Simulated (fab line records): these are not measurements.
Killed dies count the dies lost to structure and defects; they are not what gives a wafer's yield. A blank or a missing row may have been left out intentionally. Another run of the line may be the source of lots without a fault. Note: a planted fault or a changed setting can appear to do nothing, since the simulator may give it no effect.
Which tool is to blame?    flow n5-finfet    24 lots, 72 wafers sampled, at 2 steps of a route of 1938

WHAT EACH GAUGE READ, for each wafer
N5_BEOL_M2_INSPECT_13: inspects for defects (brightfield). Usual: raw-defect-count 380, standard deviation 96.
lot   measured      on                 raw-defect-count  flag
L074  day 6 10:51   defect-inspect-02  431 385 295       
L075  day 6 15:47   defect-inspect-02  333 431 387       
L076  day 7 01:14   defect-inspect-01  341 406 463       
L077  day 7 07:43   defect-inspect-01  595 379 342       
L078  day 7 16:53   defect-inspect-02  282 258 359       
L079  day 7 21:10   defect-inspect-02  280 329 320       
L080  day 8 03:06   defect-inspect-01  325 320 380       
L081  day 8 11:40   defect-inspect-01  607 550 563       
L082  day 8 20:37   defect-inspect-01  334 308 276       
L083  day 8 22:00   defect-inspect-02  283 356 351       
L084  day 9 06:50   defect-inspect-01  396 375 314       
L085  day 9 12:16   defect-inspect-01  280 536 252       
L086  day 9 18:20   defect-inspect-02  516 527 532       
L087  day 9 19:43   defect-inspect-02  419 385 417       
L089  day 10 05:08  defect-inspect-01  438 610 606       
L088  day 10 07:23  defect-inspect-02  425 350 416       
L090  day 10 12:38  defect-inspect-02  415 312 338       
L091  day 11 00:08  defect-inspect-02  289 350 345       
L092  day 11 04:23  defect-inspect-01  274 252 354       
L093  day 11 07:15  defect-inspect-01  321 366 362       
L094  day 11 11:15  defect-inspect-01  334 224 223       
L095  day 11 12:47  defect-inspect-01  404 282 358       
L096  day 12 05:33  defect-inspect-02  386 287 285       
L097  day 12 20:14  defect-inspect-02  332 636 412       

TOOL THAT RAN EACH LOT (tool first, then ch and the chambers of the sampled wafers, then the start)
lot   N5_BEOL_M1_SPUTTER_96
L074  pvd-sputter-02, day 6 06:41
L075  pvd-sputter-03, day 6 13:17
L076  pvd-sputter-02, day 6 23:02
L077  pvd-sputter-03, day 7 02:28
L078  pvd-sputter-02, day 7 12:06
L079  pvd-sputter-01, day 7 16:07
L080  pvd-sputter-01, day 7 20:11
L081  pvd-sputter-02, day 8 05:49
L082  pvd-sputter-03, day 8 13:37
L083  pvd-sputter-02, day 8 15:35
L084  pvd-sputter-01, day 9 01:23
L085  pvd-sputter-01, day 9 06:16
L086  pvd-sputter-02, day 9 14:35
L087  pvd-sputter-03, day 9 14:50
L089  pvd-sputter-03, day 10 00:37
L088  pvd-sputter-03, day 10 03:15
L090  pvd-sputter-03, day 10 08:55
L091  pvd-sputter-03, day 10 18:26
L092  pvd-sputter-03, day 11 02:34
L093  pvd-sputter-02, day 11 03:09
L094  pvd-sputter-01, day 11 07:27
L095  pvd-sputter-01, day 11 10:35
L096  pvd-sputter-02, day 12 01:55
L097  pvd-sputter-01, day 12 17:58
- N5_BEOL_M1_SPUTTER_96: material Cu, target thk 4.5 nm, time 8.29 s.

AS READ BY THE TOOLS THEMSELVES (means over the sampled wafers that have a number; for cases with no such wafer, the mark the record gives instead)
N5_BEOL_M1_SPUTTER_96. Usual: chamber-pressure-pa 0.07 Pa, standard deviation 0.00014; throttle-valve-pct 29.9 %, standard deviation 0.77.
lot   tool            chamber-pressure-pa (Pa)  throttle-valve-pct (%)  flag
L074  pvd-sputter-02  0.07                      30.2                    
L075  pvd-sputter-03  0.07                      29.8                    
L076  pvd-sputter-02  0.07                      30.2                    
L077  pvd-sputter-03  0.07                      29.2                    
L078  pvd-sputter-02  0.07                      29.6                    
L079  pvd-sputter-01  0.07                      29.8                    
L080  pvd-sputter-01  0.07                      30.1                    
L081  pvd-sputter-02  0.07                      29.7                    
L082  pvd-sputter-03  0.07                      29.2                    
L083  pvd-sputter-02  0.07                      30.0                    
L084  pvd-sputter-01  0.07                      29.7                    
L085  pvd-sputter-01  0.07                      30.1                    
L086  pvd-sputter-02  0.07                      29.7                    
L087  pvd-sputter-03  0.07                      30.0                    
L089  pvd-sputter-03  0.07                      29.8                    
L088  pvd-sputter-03  0.07                      29.3                    
L090  pvd-sputter-03  0.07                      29.8                    
L091  pvd-sputter-03  0.07                      30.1                    
L092  pvd-sputter-03  0.07                      29.6                    
L093  pvd-sputter-02  0.07                      30.3                    
L094  pvd-sputter-01  0.07                      29.7                    
L095  pvd-sputter-01  0.07                      29.5                    
L096  pvd-sputter-02  0.07                      30.3                    
L097  pvd-sputter-01  0.07                      29.7                    

THE ANSWER, worked out from the rows above alone
Rule: a lot counts as off when the mean over its wafers that have a number is more than 3 standard deviations away from the usual mean. Also off: a lot with no number at a reading for which 4 or more lots have one. All remaining lots with rows at the step are treated as sound. After the gauges, taken in route order, come the tools' own readings; for these a lot's mean is taken, as printed above. At the first step where some lot is off, the reading lying furthest off is the one used; lots without a number count as furthest.
Nothing can be told from this: no lot is off at any reading shown.

WHAT WAS PUT IN BY THE SIMULATOR
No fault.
